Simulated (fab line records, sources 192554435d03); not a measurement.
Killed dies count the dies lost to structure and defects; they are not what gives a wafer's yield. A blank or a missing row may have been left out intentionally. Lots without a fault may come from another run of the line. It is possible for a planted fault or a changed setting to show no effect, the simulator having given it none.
Matching of chambers ; flow n5_finfet ; 4 sister chambers for N5_GATE_CUT_STRIP_59 on rie_diel-04
The step strips in N2/H2, time 20 s. 4 wafers are shown with their chamber, then 9 later ones without.

== WAFERS WITH THEIR CHAMBER ==
wafer;chamber;showerhead_plenum_p_Torr (Torr)
L087.1;2;3.44
L089.4;1;3.41
L089.5;3;3.32
L089.6;0;3.13

== WAFERS MISSING THEIR CHAMBER ==
wafer;showerhead_plenum_p_Torr (Torr)
L093.1;3.41
L093.4;3.44
L093.6;3.41
L095.2;3.40
L095.4;3.44
L095.5;3.44
L097.2;3.12
L097.3;3.31
L097.5;3.31

== WHICH CHAMBER EACH ONE RAN IN ==
wafer;from the rows above;in truth
L093.1;1;1
L093.4;2;2
L093.6;1;1
L095.2;1;1
L095.4;2;2
L095.5;2;2
L097.2;0;0
L097.3;3;3
L097.5;3;3
Correct placement for 9 of the 9. Left unplaced by these rows: 0. Wrongly placed: 0.
How it was worked out, from the rows above alone: a wafer's distance from a chamber is the root of the sum, over the readings, of the square of ((its reading less the chamber's mean) divided by the reading's scatter). The wafer belongs to the nearest chamber; if the next one is less than 2 further off, it can't be placed. Each chamber's mean is taken over the wafers shown for it. The scatter: with one shown wafer a chamber, the root of the mean of the squares of how far each hidden wafer lies from its nearest shown one.
